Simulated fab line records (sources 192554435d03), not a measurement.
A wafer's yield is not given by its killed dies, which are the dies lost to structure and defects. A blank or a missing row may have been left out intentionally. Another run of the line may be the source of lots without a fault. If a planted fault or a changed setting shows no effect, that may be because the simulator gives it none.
Which tool is to blame? || flow n5-finfet || Sampling: 10 lots, 30 wafers, 4 of 1938 route steps

## WHAT THE GAUGES SHOWED, per wafer
N5_BEOL_M15_INSPECT_30: inspects for defects (macro). Usual: raw-defect-count reads 2.0 (standard deviation 1.4).
{"lot": "L262", "measured": "day 11 00:29", "on": "defect-inspect-02", "raw-defect-count": "3 3 1", "flag": ""}
{"lot": "L263", "measured": "day 11 07:04", "on": "defect-inspect-02", "raw-defect-count": "0 2 1", "flag": ""}
{"lot": "L266", "measured": "day 12 01:31", "on": "defect-inspect-01", "raw-defect-count": "2 3 2", "flag": ""}
{"lot": "L272", "measured": "day 13 10:41", "on": "defect-inspect-02", "raw-defect-count": "4 5 1", "flag": ""}
{"lot": "L275", "measured": "day 14 09:43", "on": "defect-inspect-02", "raw-defect-count": "1 3 4", "flag": ""}
{"lot": "L276", "measured": "day 14 18:40", "on": "defect-inspect-02", "raw-defect-count": "3 1 1", "flag": ""}
{"lot": "L277", "measured": "day 15 00:27", "on": "defect-inspect-02", "raw-defect-count": "5 1 2", "flag": ""}
{"lot": "L283", "measured": "day 16 10:11", "on": "defect-inspect-02", "raw-defect-count": "1 3 1", "flag": ""}
{"lot": "L284", "measured": "day 17 01:10", "on": "defect-inspect-01", "raw-defect-count": "1 3 2", "flag": ""}
{"lot": "L285", "measured": "day 17 03:52", "on": "defect-inspect-02", "raw-defect-count": "2 4 1", "flag": ""}

## EACH LOT AND THE TOOL THAT RAN IT (in order: tool; ch and the chambers of the sampled wafers; start)
{"lot": "L262", "N5_BEOL_M15_DESCUM_15": "rie-diel-05 ch 0,1,3, day 10 22:59", "N5_BEOL_M15_ETCH_59": "rie-diel-05 ch 0,1,3, day 10 23:01", "N5_BEOL_M15_COAT_56": "litho-track-03 ch 0, day 10 23:31"}
{"lot": "L263", "N5_BEOL_M15_DESCUM_15": "rie-diel-05 ch 1,2,3, day 11 05:27", "N5_BEOL_M15_ETCH_59": "rie-diel-05 ch 1,2,3, day 11 05:29", "N5_BEOL_M15_COAT_56": "litho-track-03 ch 0, day 11 05:59"}
{"lot": "L266", "N5_BEOL_M15_DESCUM_15": "rie-diel-05 ch 1,2,3, day 12 00:05", "N5_BEOL_M15_ETCH_59": "rie-diel-05 ch 1,2,3, day 12 00:07", "N5_BEOL_M15_COAT_56": "litho-track-01 ch 0, day 12 00:37"}
{"lot": "L272", "N5_BEOL_M15_DESCUM_15": "rie-diel-03 ch 0,1,3, day 13 09:16", "N5_BEOL_M15_ETCH_59": "rie-diel-03 ch 0,1,3, day 13 09:17", "N5_BEOL_M15_COAT_56": "litho-track-04 ch 0, day 13 09:47"}
{"lot": "L275", "N5_BEOL_M15_DESCUM_15": "rie-diel-05 ch 0,2,3, day 14 08:08", "N5_BEOL_M15_ETCH_59": "rie-diel-05 ch 0,2,3, day 14 08:10", "N5_BEOL_M15_COAT_56": "litho-track-04 ch 0, day 14 08:40"}
{"lot": "L276", "N5_BEOL_M15_DESCUM_15": "rie-diel-03 ch 0,1,2, day 14 17:07", "N5_BEOL_M15_ETCH_59": "rie-diel-03 ch 0,1,2, day 14 17:09", "N5_BEOL_M15_COAT_56": "litho-track-01 ch 0, day 14 17:40"}
{"lot": "L277", "N5_BEOL_M15_DESCUM_15": "rie-diel-05 ch 0,1,2, day 14 23:01", "N5_BEOL_M15_ETCH_59": "rie-diel-05 ch 0,1,2, day 14 23:04", "N5_BEOL_M15_COAT_56": "litho-track-01 ch 0, day 14 23:34"}
{"lot": "L283", "N5_BEOL_M15_DESCUM_15": "rie-diel-03 ch 0,1,3, day 16 08:41", "N5_BEOL_M15_ETCH_59": "rie-diel-03 ch 0,1,3, day 16 08:43", "N5_BEOL_M15_COAT_56": "litho-track-01 ch 0, day 16 09:14"}
{"lot": "L284", "N5_BEOL_M15_DESCUM_15": "rie-diel-04 ch 1,3, day 16 23:37", "N5_BEOL_M15_ETCH_59": "rie-diel-04 ch 1,3, day 16 23:39", "N5_BEOL_M15_COAT_56": "litho-track-01 ch 0, day 17 00:09"}
{"lot": "L285", "N5_BEOL_M15_DESCUM_15": "rie-diel-05 ch 1,3, day 17 02:25", "N5_BEOL_M15_ETCH_59": "rie-diel-05 ch 1,3, day 17 02:26", "N5_BEOL_M15_COAT_56": "litho-track-04 ch 0, day 17 02:57"}
- N5_BEOL_M15_DESCUM_15: chemistry O2, time 7.9 s.
- N5_BEOL_M15_ETCH_59: etches BARC in N2/H2, target depth 89 nm, overetch 26.7 nm, time 67.9 s.
- N5_BEOL_M15_COAT_56: time 60 s, resist thk 550 nm.

## AS READ BY THE TOOLS THEMSELVES (means over the sampled wafers that have a number; for cases with no such wafer, the mark the record gives instead)
N5_BEOL_M15_DESCUM_15. Usual: drypump-motor-current-A 5.85 A, standard deviation 0.22; oes-product-au 0.80 a.u., standard deviation 0.095; rf-vpp-V 243.0 V, standard deviation 1.6; showerhead-plenum-p-Torr 2.09 Torr, standard deviation 0.086; throttle-valve-pct 20.50 %, standard deviation 0.25.
{"lot": "L262", "tool": "rie-diel-05", "drypump-motor-current-A (A)": 5.84, "oes-product-au (a.u.)": 0.80, "rf-vpp-V (V)": 242.2, "showerhead-plenum-p-Torr (Torr)": 2.04, "throttle-valve-pct (%)": 20.55, "flag": ""}
{"lot": "L263", "tool": "rie-diel-05", "drypump-motor-current-A (A)": 5.83, "oes-product-au (a.u.)": 0.85, "rf-vpp-V (V)": 243.4, "showerhead-plenum-p-Torr (Torr)": 2.10, "throttle-valve-pct (%)": 20.48, "flag": ""}
{"lot": "L266", "tool": "rie-diel-05", "drypump-motor-current-A (A)": 5.82, "oes-product-au (a.u.)": 0.84, "rf-vpp-V (V)": 242.2, "showerhead-plenum-p-Torr (Torr)": 2.10, "throttle-valve-pct (%)": 20.48, "flag": ""}
{"lot": "L272", "tool": "rie-diel-03", "drypump-motor-current-A (A)": 5.88, "oes-product-au (a.u.)": 0.77, "rf-vpp-V (V)": 243.4, "showerhead-plenum-p-Torr (Torr)": 2.10, "throttle-valve-pct (%)": 20.53, "flag": ""}
{"lot": "L275", "tool": "rie-diel-05", "drypump-motor-current-A (A)": 5.88, "oes-product-au (a.u.)": 0.82, "rf-vpp-V (V)": 243.3, "showerhead-plenum-p-Torr (Torr)": 2.08, "throttle-valve-pct (%)": 20.62, "flag": ""}
{"lot": "L276", "tool": "rie-diel-03", "drypump-motor-current-A (A)": 5.85, "oes-product-au (a.u.)": 0.71, "rf-vpp-V (V)": 242.0, "showerhead-plenum-p-Torr (Torr)": 2.08, "throttle-valve-pct (%)": 20.70, "flag": ""}
{"lot": "L277", "tool": "rie-diel-05", "drypump-motor-current-A (A)": 5.77, "oes-product-au (a.u.)": 0.89, "rf-vpp-V (V)": 243.0, "showerhead-plenum-p-Torr (Torr)": 2.11, "throttle-valve-pct (%)": 20.48, "flag": ""}
{"lot": "L283", "tool": "rie-diel-03", "drypump-motor-current-A (A)": 5.88, "oes-product-au (a.u.)": 0.75, "rf-vpp-V (V)": 242.5, "showerhead-plenum-p-Torr (Torr)": 2.09, "throttle-valve-pct (%)": 20.56, "flag": ""}
{"lot": "L284", "tool": "rie-diel-04", "drypump-motor-current-A (A)": 6.15, "oes-product-au (a.u.)": 0.73, "rf-vpp-V (V)": 242.9, "showerhead-plenum-p-Torr (Torr)": 2.04, "throttle-valve-pct (%)": 20.62, "flag": ""}
{"lot": "L285", "tool": "rie-diel-05", "drypump-motor-current-A (A)": 5.90, "oes-product-au (a.u.)": 0.76, "rf-vpp-V (V)": 241.5, "showerhead-plenum-p-Torr (Torr)": 2.01, "throttle-valve-pct (%)": 20.54, "flag": ""}

N5_BEOL_M15_ETCH_59. Usual: bias-w 150.0 W, standard deviation 0.43; drypump-motor-current-A 5.86 A, standard deviation 0.22; oes-product-au 0.69 a.u., standard deviation 0.078; rf-vpp-V 523.6 V, standard deviation 2.9; showerhead-plenum-p-Torr 2.54 Torr, standard deviation 0.1; throttle-valve-pct 17.93 %, standard deviation 0.26.
{"lot": "L262", "tool": "rie-diel-05", "bias-w (W)": 150.2, "drypump-motor-current-A (A)": 5.83, "oes-product-au (a.u.)": 0.68, "rf-vpp-V (V)": 521.8, "showerhead-plenum-p-Torr (Torr)": 2.47, "throttle-valve-pct (%)": 17.95, "flag": ""}
{"lot": "L263", "tool": "rie-diel-05", "bias-w (W)": 150.1, "drypump-motor-current-A (A)": 5.84, "oes-product-au (a.u.)": 0.73, "rf-vpp-V (V)": 523.8, "showerhead-plenum-p-Torr (Torr)": 2.54, "throttle-valve-pct (%)": 17.88, "flag": ""}
{"lot": "L266", "tool": "rie-diel-05", "bias-w (W)": 149.9, "drypump-motor-current-A (A)": 5.83, "oes-product-au (a.u.)": 0.71, "rf-vpp-V (V)": 523.5, "showerhead-plenum-p-Torr (Torr)": 2.54, "throttle-valve-pct (%)": 17.89, "flag": ""}
{"lot": "L272", "tool": "rie-diel-03", "bias-w (W)": 149.9, "drypump-motor-current-A (A)": 5.88, "oes-product-au (a.u.)": 0.66, "rf-vpp-V (V)": 523.9, "showerhead-plenum-p-Torr (Torr)": 2.55, "throttle-valve-pct (%)": 18.02, "flag": ""}
{"lot": "L275", "tool": "rie-diel-05", "bias-w (W)": 149.7, "drypump-motor-current-A (A)": 5.88, "oes-product-au (a.u.)": 0.70, "rf-vpp-V (V)": 523.8, "showerhead-plenum-p-Torr (Torr)": 2.53, "throttle-valve-pct (%)": 18.00, "flag": ""}
{"lot": "L276", "tool": "rie-diel-03", "bias-w (W)": 150.3, "drypump-motor-current-A (A)": 5.85, "oes-product-au (a.u.)": 0.61, "rf-vpp-V (V)": 523.4, "showerhead-plenum-p-Torr (Torr)": 2.51, "throttle-valve-pct (%)": 18.19, "flag": ""}
{"lot": "L277", "tool": "rie-diel-05", "bias-w (W)": 149.7, "drypump-motor-current-A (A)": 5.77, "oes-product-au (a.u.)": 0.75, "rf-vpp-V (V)": 523.4, "showerhead-plenum-p-Torr (Torr)": 2.55, "throttle-valve-pct (%)": 17.90, "flag": ""}
{"lot": "L283", "tool": "rie-diel-03", "bias-w (W)": 149.9, "drypump-motor-current-A (A)": 5.88, "oes-product-au (a.u.)": 0.64, "rf-vpp-V (V)": 523.5, "showerhead-plenum-p-Torr (Torr)": 2.54, "throttle-valve-pct (%)": 18.05, "flag": ""}
{"lot": "L284", "tool": "rie-diel-04", "bias-w (W)": 150.5, "drypump-motor-current-A (A)": 6.15, "oes-product-au (a.u.)": 0.62, "rf-vpp-V (V)": 523.4, "showerhead-plenum-p-Torr (Torr)": 2.50, "throttle-valve-pct (%)": 18.14, "flag": ""}
{"lot": "L285", "tool": "rie-diel-05", "bias-w (W)": 150.3, "drypump-motor-current-A (A)": 5.90, "oes-product-au (a.u.)": 0.66, "rf-vpp-V (V)": 520.9, "showerhead-plenum-p-Torr (Torr)": 2.43, "throttle-valve-pct (%)": 17.91, "flag": ""}

N5_BEOL_M15_COAT_56. Usual: chill-plate-temp-C 23.00 C, standard deviation 0.092; heater-power-total-W 500.5 W, standard deviation 1.8; plate-temp-C 250.02 C, standard deviation 0.17.
{"lot": "L262", "tool": "litho-track-03", "chill-plate-temp-C (C)": 22.87, "heater-power-total-W (W)": 501.3, "plate-temp-C (C)": 250.04, "flag": ""}
{"lot": "L263", "tool": "litho-track-03", "chill-plate-temp-C (C)": 23.01, "heater-power-total-W (W)": 499.7, "plate-temp-C (C)": 249.93, "flag": ""}
{"lot": "L266", "tool": "litho-track-01", "chill-plate-temp-C (C)": 23.04, "heater-power-total-W (W)": 501.7, "plate-temp-C (C)": 249.96, "flag": ""}
{"lot": "L272", "tool": "litho-track-04", "chill-plate-temp-C (C)": 22.98, "heater-power-total-W (W)": 525.2, "plate-temp-C (C)": 260.22, "flag": "OFF"}
{"lot": "L275", "tool": "litho-track-04", "chill-plate-temp-C (C)": 23.08, "heater-power-total-W (W)": 525.6, "plate-temp-C (C)": 260.48, "flag": "OFF"}
{"lot": "L276", "tool": "litho-track-01", "chill-plate-temp-C (C)": 22.94, "heater-power-total-W (W)": 500.0, "plate-temp-C (C)": 250.03, "flag": ""}
{"lot": "L277", "tool": "litho-track-01", "chill-plate-temp-C (C)": 23.02, "heater-power-total-W (W)": 501.3, "plate-temp-C (C)": 249.90, "flag": ""}
{"lot": "L283", "tool": "litho-track-01", "chill-plate-temp-C (C)": 22.95, "heater-power-total-W (W)": 499.0, "plate-temp-C (C)": 250.13, "flag": ""}
{"lot": "L284", "tool": "litho-track-01", "chill-plate-temp-C (C)": 23.02, "heater-power-total-W (W)": 501.4, "plate-temp-C (C)": 250.02, "flag": ""}
{"lot": "L285", "tool": "litho-track-04", "chill-plate-temp-C (C)": 23.03, "heater-power-total-W (W)": 500.6, "plate-temp-C (C)": 249.99, "flag": ""}

## THE ANSWER, worked out from the rows above alone
Rule: a lot counts as off when the mean over its wafers that have a number is more than 3 standard deviations away from the usual mean. Also off: a lot with no number at a reading for which 4 or more lots have one. The other lots that the step has rows for count as sound. After the gauges, taken in route order, come the tools' own readings; for these a lot's mean is taken, as printed above. At the first step where some lot is off, the reading lying furthest off is the one used; lots without a number count as furthest.
Off at N5_BEOL_M15_COAT_56 (plate-temp-C): L272, L275.
If a tool, at that step or one of the process steps before it, ran each lot that is off and ran no sound lot following the first of them, it fits. Not one of the candidates tried fits.

## WHAT WAS PUT IN BY THE SIMULATOR
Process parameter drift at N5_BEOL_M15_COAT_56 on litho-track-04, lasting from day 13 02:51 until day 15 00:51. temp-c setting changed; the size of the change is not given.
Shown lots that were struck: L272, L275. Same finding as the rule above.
